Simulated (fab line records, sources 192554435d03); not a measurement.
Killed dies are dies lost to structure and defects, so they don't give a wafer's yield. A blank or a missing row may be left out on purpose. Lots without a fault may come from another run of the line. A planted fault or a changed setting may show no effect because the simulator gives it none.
Chamber matching | flow n5_finfet | N5_ILD0_CMP_03 on cmp-03: 4 sister chambers
The step polishes, stops on SiNx, t overpolish 1.9 s, target thk 197.38 nm. 14 wafers are shown with their chamber, then 7 later ones without.

WAFERS WITH THEIR CHAMBER
wafer  | chamber | motor_current_A (A) | time_to_endpoint_s (s) | overpolish_run_s (s)
L076.2 | 0       | 11.1                | 71                     | 1.914
L076.3 | 3       | 14.4                | 71                     | 1.898
L076.5 | 1       | 12.4                | 68                     | 1.904
L077.4 | 3       | 14.7                | 66                     | 1.899
L077.5 | 1       | 12.3                | 62                     | 1.902
L077.6 | 0       | 11.5                | 67                     | 1.894
L078.1 | 2       | 12.0                | 64                     | 1.908
L078.3 | 1       | 12.9                | 60                     | 1.896
L078.4 | 0       | 11.6                | 63                     | 1.914
L080.2 | 1       | 12.1                | 63                     | 1.894
L080.3 | 3       | 14.6                | 66                     | 1.909
L080.6 | 0       | 11.2                | 70                     | 1.907
L081.3 | 3       | 15.2                | 68                     | 1.900
L081.5 | 1       | 12.4                | 65                     | 1.898

SIGNATURES (means of the wafers above)
reading            | chamber 0 | chamber 1 | chamber 2 | chamber 3 | scatter within a chamber
motor_current_A    | 11.350    | 12.420    | 12.000    | 14.725    | 0.294
time_to_endpoint_s | 67.75     | 63.60     | 64.00     | 67.75     | 3.04
overpolish_run_s   | 1.90725   | 1.89880   | 1.90800   | 1.90150   | 0.00642
Rule: a wafer's distance from a chamber is the root of the sum, over the readings, of the square of ((its reading less the chamber's mean) divided by the reading's scatter). The wafer belongs to the nearest chamber; if the next one is less than 2 further off, it can't be placed. The scatter: the root of (the sum of the squares of (reading less its chamber's mean) over the shown wafers, divided by (wafers less chambers)).

WAFERS WITHOUT THEIR CHAMBER
wafer  | motor_current_A (A) | time_to_endpoint_s (s) | overpolish_run_s (s)
L081.6 | 11.9                | 70                     | 1.904
L083.2 | 12.4                | 75                     | 1.890
L083.3 | 15.2                | 75                     | 1.911
L083.6 | 15.0                | 72                     | 1.887
L085.1 | 14.5                | 77                     | 1.892
L085.2 | 12.6                | 77                     | 1.891
L085.3 | 10.6                | 77                     | 1.886

WHICH CHAMBER EACH WENT THROUGH
wafer  | from the rows above          | in truth
L081.6 | can't be placed: 0 or 2 or 1 | 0
L083.2 | can't be placed: 1 or 2 or 0 | 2
L083.3 | 3                            | 3
L083.6 | 3                            | 3
L085.1 | 3                            | 3
L085.2 | can't be placed: 1 or 2 or 0 | 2
L085.3 | 0                            | 0
Placed correctly: 4 of 7. Can't be placed from these rows: 3 (the true chamber is among the candidates in 3). Placed wrongly: 0.
